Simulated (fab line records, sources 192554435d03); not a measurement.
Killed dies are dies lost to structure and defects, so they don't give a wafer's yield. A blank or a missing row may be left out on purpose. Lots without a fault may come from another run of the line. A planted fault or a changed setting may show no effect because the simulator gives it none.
Chamber matching | flow n5_finfet | N5_SPACER0_ALD_08 on ald_sin-03: 4 sister chambers
The step deposits SiNx, target thk 2 nm. 16 wafers are shown with their chamber, then 8 later ones without.

WAFERS WITH THEIR CHAMBER
wafer  | chamber | heater_power_w (W)
L074.2 | 2       | 1048
L074.5 | 3       | 707
L074.6 | 2       | 1033
L075.2 | 0       | 811
L075.3 | 1       | 823
L075.4 | 3       | 722
L077.1 | 3       | 699
L077.2 | 1       | 820
L077.5 | 0       | 799
L082.1 | 2       | 1047
L082.3 | 0       | 809
L082.4 | 1       | 847
L087.2 | 1       | 833
L087.3 | 0       | 816
L087.5 | 0       | 805
L088.2 | 0       | 819

SIGNATURES (means of the wafers above)
reading        | chamber 0 | chamber 1 | chamber 2 | chamber 3 | scatter within a chamber
heater_power_w | 809.83    | 830.75    | 1042.67   | 709.33    | 9.67
Rule: a wafer's distance from a chamber is the root of the sum, over the readings, of the square of ((its reading less the chamber's mean) divided by the reading's scatter). The wafer belongs to the nearest chamber; if the next one is less than 2 further off, it can't be placed. The scatter: the root of (the sum of the squares of (reading less its chamber's mean) over the shown wafers, divided by (wafers less chambers)).

WAFERS WITHOUT THEIR CHAMBER
wafer  | heater_power_w (W)
L088.4 | 709
L088.5 | 833
L092.1 | 862
L092.2 | 1075
L092.5 | 695
L097.4 | 708
L097.5 | 859
L097.6 | 1053

WHICH CHAMBER EACH WENT THROUGH
wafer  | from the rows above | in truth
L088.4 | 3                   | 3
L088.5 | 1                   | 1
L092.1 | 1                   | 1
L092.2 | 2                   | 2
L092.5 | 3                   | 3
L097.4 | 3                   | 3
L097.5 | 1                   | 1
L097.6 | 2                   | 2
Placed correctly: 8 of 8. Can't be placed from these rows: 0. Placed wrongly: 0.
